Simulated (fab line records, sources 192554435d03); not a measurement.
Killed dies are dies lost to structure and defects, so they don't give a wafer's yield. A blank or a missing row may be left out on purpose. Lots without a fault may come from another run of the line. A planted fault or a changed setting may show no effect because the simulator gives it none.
Chamber matching | flow n5_finfet | N5_BEOL_M10_ILD_DEP_00 on pecvd-02: 3 sister chambers
The step deposits SiCOH lowk from DEMS/porogen, target thk 308.51 nm, time 58 s. 3 wafers are shown with their chamber, then 7 later ones without.

WAFERS WITH THEIR CHAMBER
wafer  | chamber | throttle_valve_pct (%)
L086.5 | 2       | 13.1
L090.1 | 1       | 14.2
L090.2 | 0       | 11.8

WAFERS WITHOUT THEIR CHAMBER
wafer  | throttle_valve_pct (%)
L090.3 | 13.0
L091.1 | 12.8
L091.5 | 11.6
L091.6 | 13.2
L093.1 | 12.8
L093.2 | 14.1
L093.5 | 11.7

WHICH CHAMBER EACH WENT THROUGH
wafer  | from the rows above | in truth
L090.3 | 2                   | 2
L091.1 | 2                   | 2
L091.5 | 0                   | 0
L091.6 | 2                   | 2
L093.1 | 2                   | 2
L093.2 | 1                   | 1
L093.5 | 0                   | 0
Placed correctly: 7 of 7. Can't be placed from these rows: 0. Placed wrongly: 0.
How it was worked out, from the rows above alone: a wafer's distance from a chamber is the root of the sum, over the readings, of the square of ((its reading less the chamber's mean) divided by the reading's scatter). The wafer belongs to the nearest chamber; if the next one is less than 2 further off, it can't be placed. A chamber's mean is the mean of its shown wafers. The scatter: with one shown wafer a chamber, the root of the mean of the squares of how far each hidden wafer lies from its nearest shown one.
